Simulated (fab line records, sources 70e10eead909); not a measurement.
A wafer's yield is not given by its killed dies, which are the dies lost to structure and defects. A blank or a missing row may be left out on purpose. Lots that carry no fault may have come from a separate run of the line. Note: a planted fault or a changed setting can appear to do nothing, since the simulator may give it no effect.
Which tool did it? :: flow nand harc :: 12 lots, 36 wafers sampled, at 6 steps of a route of 1302

## WHAT THE GAUGES READ, wafer by wafer
NHARC_THIN_TSV_CD_MEAS_16.
lot: L816
measured: day 24 01:00
on: cd sem-03
cd nm (nm): 999.1 999.6 999.9

lot: L818
measured: day 24 15:20
on: cd sem-03
cd nm (nm): 1000.6 999.7 998.4

lot: L819
measured: day 25 05:14
on: cd sem-02
cd nm (nm): 1000.4 1001.7 1001.1

lot: L822
measured: day 27 04:34
on: cd sem-03
cd nm (nm): 1000.3 998.4 997.8

lot: L827
measured: day 27 14:52
on: cd sem-01
cd nm (nm): 1001.2 1000.2 1000.0

lot: L828
measured: day 29 22:54
on: cd sem-02
cd nm (nm): 999.7 1002.3 1000.3

lot: L829
measured: day 30 13:23
on: cd sem-01
cd nm (nm): 995.7 994.0 995.4

lot: L834
measured: day 30 22:12
on: cd sem-01
cd nm (nm): 1001.7 1000.7 1002.5

lot: L832
measured: day 30 23:24
on: cd sem-01
cd nm (nm): 996.0 996.1 996.1

lot: L833
measured: day 31 16:01
on: cd sem-01
cd nm (nm): 998.7 1000.8 998.7

lot: L838
measured: day 33 04:36
on: cd sem-02
cd nm (nm): 997.8 997.9 1000.2

lot: L837
measured: day 34 17:09
on: cd sem-01
cd nm (nm): 1000.4 1000.8 999.6

NHARC_END_SORT_01.
lot: L832
measured: day 31 13:25
on: prober-01
defect limited yield (%): 89.4 90.0 89.8
killed at array: 72 62 65
killed at other: 0 1 0
killed at periphery: 0 5 4
killed dies: 72 68 69
killed open: 2 6 3
killed short: 1 3 1

## WHICH TOOL RAN EACH LOT (tool, then ch and the chambers of the sampled wafers, then the start)
lot: L816
NHARC_A_M1_PRE_CLEAN_32: pecvd-02 ch 0,1,2, day 23 08:23
NHARC_A_BONDPAD_CMP_29: cmp-03 ch 1,2,3, day 23 09:28
NHARC_THIN_TSV_ETCH_44: rie diel-05 ch 2,3, day 24 00:17
NHARC_THIN_TSV_DEP_47: pecvd-02 ch 1,2, day 24 01:52

lot: L818
NHARC_A_M1_PRE_CLEAN_32: pecvd-04 ch 0,1,2, day 23 21:07
NHARC_A_BONDPAD_CMP_29: cmp-04 ch 2,3, day 23 22:17
NHARC_THIN_TSV_ETCH_44: rie diel-05 ch 0,3, day 24 14:40
NHARC_THIN_TSV_DEP_47: pecvd-01 ch 1,2, day 24 16:15

lot: L819
NHARC_A_M1_PRE_CLEAN_32: pecvd-04 ch 0,1,2, day 24 11:05
NHARC_A_BONDPAD_CMP_29: cmp-01 ch 0,1,2, day 24 12:11
NHARC_THIN_TSV_ETCH_44: rie diel-05 ch 1,3, day 25 04:34
NHARC_THIN_TSV_DEP_47: pecvd-03 ch 0,2, day 25 06:09

lot: L822
NHARC_A_M1_PRE_CLEAN_32: pecvd-04 ch 0,1, day 26 10:15
NHARC_A_BONDPAD_CMP_29: cmp-01 ch 0,1,2, day 26 11:19
NHARC_THIN_TSV_ETCH_44: rie diel-01 ch 0,2, day 27 03:53
NHARC_THIN_TSV_DEP_47: pecvd-02 ch 0,2, day 27 05:29

lot: L827
NHARC_A_M1_PRE_CLEAN_32: pecvd-04 ch 0,1,2, day 26 21:26
NHARC_A_BONDPAD_CMP_29: cmp-01 ch 0,2, day 26 22:37
NHARC_THIN_TSV_ETCH_44: rie diel-05 ch 1,2, day 27 14:09
NHARC_THIN_TSV_DEP_47: pecvd-02 ch 0,2, day 27 16:03

lot: L828
NHARC_A_M1_PRE_CLEAN_32: pecvd-04 ch 0,1,2, day 29 06:38
NHARC_A_BONDPAD_CMP_29: cmp-04 ch 0,1,2, day 29 07:58
NHARC_THIN_TSV_ETCH_44: rie diel-01 ch 0,1,2, day 29 22:11
NHARC_THIN_TSV_DEP_47: pecvd-03 ch 0,1,2, day 29 23:47

lot: L829
NHARC_A_M1_PRE_CLEAN_32: pecvd-04 ch 0,1,2, day 29 16:09
NHARC_A_BONDPAD_CMP_29: cmp-01 ch 0,1,3, day 29 17:13
NHARC_THIN_TSV_ETCH_44: rie diel-01 ch 1,2,3, day 30 12:44
NHARC_THIN_TSV_DEP_47: pecvd-01 ch 0,1,2, day 30 14:17

lot: L834
NHARC_A_M1_PRE_CLEAN_32: pecvd-03 ch 0,2, day 30 04:17
NHARC_A_BONDPAD_CMP_29: cmp-04 ch 0,1,2, day 30 05:26
NHARC_THIN_TSV_ETCH_44: rie diel-05 ch 2,3, day 30 21:29
NHARC_THIN_TSV_DEP_47: pecvd-03 ch 0,1,2, day 30 23:18

lot: L832
NHARC_A_M1_PRE_CLEAN_32: pecvd-02 ch 0,1, day 30 05:15
NHARC_A_BONDPAD_CMP_29: cmp-03 ch 0,1,3, day 30 06:19
NHARC_THIN_TSV_ETCH_44: rie diel-01 ch 1,2,3, day 30 22:41
NHARC_THIN_TSV_DEP_47: pecvd-01 ch 0,1, day 31 00:19

lot: L833
NHARC_A_M1_PRE_CLEAN_32: pecvd-04 ch 0,1,2, day 30 22:15
NHARC_A_BONDPAD_CMP_29: cmp-01 ch 0,1, day 30 23:18
NHARC_THIN_TSV_ETCH_44: rie diel-13 ch 0,3, day 31 15:17
NHARC_THIN_TSV_DEP_47: pecvd-01 ch 0,2, day 31 16:58

lot: L838
NHARC_A_M1_PRE_CLEAN_32: pecvd-03 ch 0,2, day 32 10:50
NHARC_A_BONDPAD_CMP_29: cmp-03 ch 1,2, day 32 11:50
NHARC_THIN_TSV_ETCH_44: rie diel-13 ch 0,2,3, day 33 03:53
NHARC_THIN_TSV_DEP_47: pecvd-03 ch 1,2, day 33 05:29

lot: L837
NHARC_A_M1_PRE_CLEAN_32: pecvd-03 ch 0,1, day 33 22:01
NHARC_A_BONDPAD_CMP_29: cmp-03 ch 1,2,3, day 33 23:06
NHARC_THIN_TSV_ETCH_44: rie diel-13 ch 0,2,3, day 34 16:26
NHARC_THIN_TSV_DEP_47: pecvd-02 ch 1,2, day 34 18:01
- NHARC_A_M1_PRE_CLEAN_32: time 12 s.
- NHARC_A_BONDPAD_CMP_29: polishes SiCN, target thk 200 nm.
- NHARC_THIN_TSV_ETCH_44: etches the open film in CF4/O2, target depth 1594.2 nm, time 797.1 s.
- NHARC_THIN_TSV_DEP_47: deposits SiO2, target thk 200 nm.

## WHAT THE TOOLS THEMSELVES READ (means of the sampled wafers that have a number; where no wafer has one, the mark that the record gives instead)
NHARC_A_M1_PRE_CLEAN_32.
lot: L816
tool: pecvd-02
heater power w (W): 650

lot: L818
tool: pecvd-04
heater power w (W): 617

lot: L819
tool: pecvd-04
heater power w (W): 584

lot: L822
tool: pecvd-04
heater power w (W): 597

lot: L827
tool: pecvd-04
heater power w (W): 614

lot: L828
tool: pecvd-04
heater power w (W): 641

lot: L829
tool: pecvd-04
heater power w (W): 630

lot: L834
tool: pecvd-03
heater power w (W): 675

lot: L832
tool: pecvd-02
heater power w (W): 749

lot: L833
tool: pecvd-04
heater power w (W): 629

lot: L838
tool: pecvd-03
heater power w (W): 726

lot: L837
tool: pecvd-03
heater power w (W): 626

NHARC_A_BONDPAD_CMP_29.
lot: L816
tool: cmp-03
motor current A (A): 11.4

lot: L818
tool: cmp-04
motor current A (A): 11.7

lot: L819
tool: cmp-01
motor current A (A): 11.8

lot: L822
tool: cmp-01
motor current A (A): 12.3

lot: L827
tool: cmp-01
motor current A (A): 12.1

lot: L828
tool: cmp-04
motor current A (A): 11.8

lot: L829
tool: cmp-01
motor current A (A): 12.7

lot: L834
tool: cmp-04
motor current A (A): 11.9

lot: L832
tool: cmp-03
motor current A (A): 11.6

lot: L833
tool: cmp-01
motor current A (A): 12.5

lot: L838
tool: cmp-03
motor current A (A): 11.5

lot: L837
tool: cmp-03
motor current A (A): 11.5

NHARC_THIN_TSV_ETCH_44.
lot: L816
tool: rie diel-05
chamber pressure mTorr (mTorr): 29.986
drypump motor current A (A): 5.8
oes product au (a.u.): 1.000
rf fwd power W (W): 300.8
rf vpp V (V): 792
showerhead plenum p Torr (Torr): 1.79
throttle valve pct (%): 16.917

lot: L818
tool: rie diel-05
chamber pressure mTorr (mTorr): 29.994
drypump motor current A (A): 5.5
oes product au (a.u.): 0.998
rf fwd power W (W): 300.2
rf vpp V (V): 797
showerhead plenum p Torr (Torr): 1.89
throttle valve pct (%): 16.918

lot: L819
tool: rie diel-05
chamber pressure mTorr (mTorr): 30.012
drypump motor current A (A): 5.9
oes product au (a.u.): 0.988
rf fwd power W (W): 300.1
rf vpp V (V): 790
showerhead plenum p Torr (Torr): 1.77
throttle valve pct (%): 16.910

lot: L822
tool: rie diel-01
chamber pressure mTorr (mTorr): 29.998
drypump motor current A (A): 6.1
oes product au (a.u.): 0.986
rf fwd power W (W): 301.0
rf vpp V (V): 797
showerhead plenum p Torr (Torr): 1.89
throttle valve pct (%): 16.917

lot: L827
tool: rie diel-05
chamber pressure mTorr (mTorr): 30.014
drypump motor current A (A): 6.1
oes product au (a.u.): 1.005
rf fwd power W (W): 299.7
rf vpp V (V): 791
showerhead plenum p Torr (Torr): 1.76
throttle valve pct (%): 16.904

lot: L828
tool: rie diel-01
chamber pressure mTorr (mTorr): 29.985
drypump motor current A (A): 5.9
oes product au (a.u.): 1.005
rf fwd power W (W): 299.4
rf vpp V (V): 795
showerhead plenum p Torr (Torr): 1.83
throttle valve pct (%): 16.913

lot: L829
tool: rie diel-01
chamber pressure mTorr (mTorr): 30.006
drypump motor current A (A): 6.1
oes product au (a.u.): 1.257
rf fwd power W (W): 418.9
rf vpp V (V): 793
showerhead plenum p Torr (Torr): 1.83
throttle valve pct (%): 16.912

lot: L834
tool: rie diel-05
chamber pressure mTorr (mTorr): 30.013
drypump motor current A (A): 5.5
oes product au (a.u.): 1.001
rf fwd power W (W): 298.7
rf vpp V (V): 792
showerhead plenum p Torr (Torr): 1.80
throttle valve pct (%): 16.920

lot: L832
tool: rie diel-01
chamber pressure mTorr (mTorr): 29.979
drypump motor current A (A): 6.1
oes product au (a.u.): 1.251
rf fwd power W (W): 420.2
rf vpp V (V): 794
showerhead plenum p Torr (Torr): 1.82
throttle valve pct (%): 16.906

lot: L833
tool: rie diel-13
chamber pressure mTorr (mTorr): 30.002
drypump motor current A (A): 5.5
oes product au (a.u.): 1.005
rf fwd power W (W): 299.5
rf vpp V (V): 789
showerhead plenum p Torr (Torr): 1.74
throttle valve pct (%): 16.918

lot: L838
tool: rie diel-13
chamber pressure mTorr (mTorr): 30.024
drypump motor current A (A): 5.5
oes product au (a.u.): 0.998
rf fwd power W (W): 299.6
rf vpp V (V): 790
showerhead plenum p Torr (Torr): 1.77
throttle valve pct (%): 16.912

lot: L837
tool: rie diel-13
chamber pressure mTorr (mTorr): 29.984
drypump motor current A (A): 5.5
oes product au (a.u.): 1.000
rf fwd power W (W): 299.2
rf vpp V (V): 790
showerhead plenum p Torr (Torr): 1.77
throttle valve pct (%): 16.918

NHARC_THIN_TSV_DEP_47.
lot: L816
tool: pecvd-02
throttle valve pct (%): 16.3

lot: L818
tool: pecvd-01
throttle valve pct (%): 15.7

lot: L819
tool: pecvd-03
throttle valve pct (%): 15.9

lot: L822
tool: pecvd-02
throttle valve pct (%): 16.6

lot: L827
tool: pecvd-02
throttle valve pct (%): 16.2

lot: L828
tool: pecvd-03
throttle valve pct (%): 15.9

lot: L829
tool: pecvd-01
throttle valve pct (%): 15.5

lot: L834
tool: pecvd-03
throttle valve pct (%): 16.1

lot: L832
tool: pecvd-01
throttle valve pct (%): 15.2

lot: L833
tool: pecvd-01
throttle valve pct (%): 15.6

lot: L838
tool: pecvd-03
throttle valve pct (%): 15.4

lot: L837
tool: pecvd-02
throttle valve pct (%): 16.2

## THE ANSWER, worked out from the rows above alone
Rule: usual is defined by the lots themselves. Put in order of their means at a reading, lots are off if they are a third of the lots or fewer, leave a main group of 4 or more, and stand apart from it by a gap of 3 or more times the standard deviation of the main group's means; of several such gaps the widest counts. Not used: any main group whose means are identical at the precision the tables above print for the reading. Also off: a lot with no number at a reading for which 4 or more lots have one. All remaining lots with rows at the step are treated as sound. After the gauges, taken in route order, come the tools' own readings; for these a lot's mean is taken, as printed above. At the first step where some lot is off, the reading lying furthest off is the one used; lots without a number count as furthest.
Off: L829, L832 (NHARC_THIN_TSV_ETCH_44, rf fwd power W). For the main group the mean is 299.8 W and the standard deviation 0.67.
If a tool, at that step or one of the process steps before it, ran each lot that is off and ran no sound lot following the first of them, it fits. One fits: rie diel-01 at NHARC_THIN_TSV_ETCH_44. A fault onset in the window from L828 (day 29 22:11, its last sound lot) to L829 (day 30 12:44, its first lot off) fits.
The tool's own readings at NHARC_THIN_TSV_ETCH_44 bear it out: on the lots that are off they differ by more than 5 times the standard deviation of the sound lots' means. oes product au reads 1.254 a.u. there against 0.999 a.u. on the sound lots; rf fwd power W reads 419.5 W there against 299.8 W on the sound lots.

## WHAT THE SIMULATOR PUT IN
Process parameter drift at NHARC_THIN_TSV_ETCH_44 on rie diel-01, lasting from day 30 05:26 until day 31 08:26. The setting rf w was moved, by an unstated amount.
Shown lots that were struck: L829, L832. The rule given above showed the same thing.
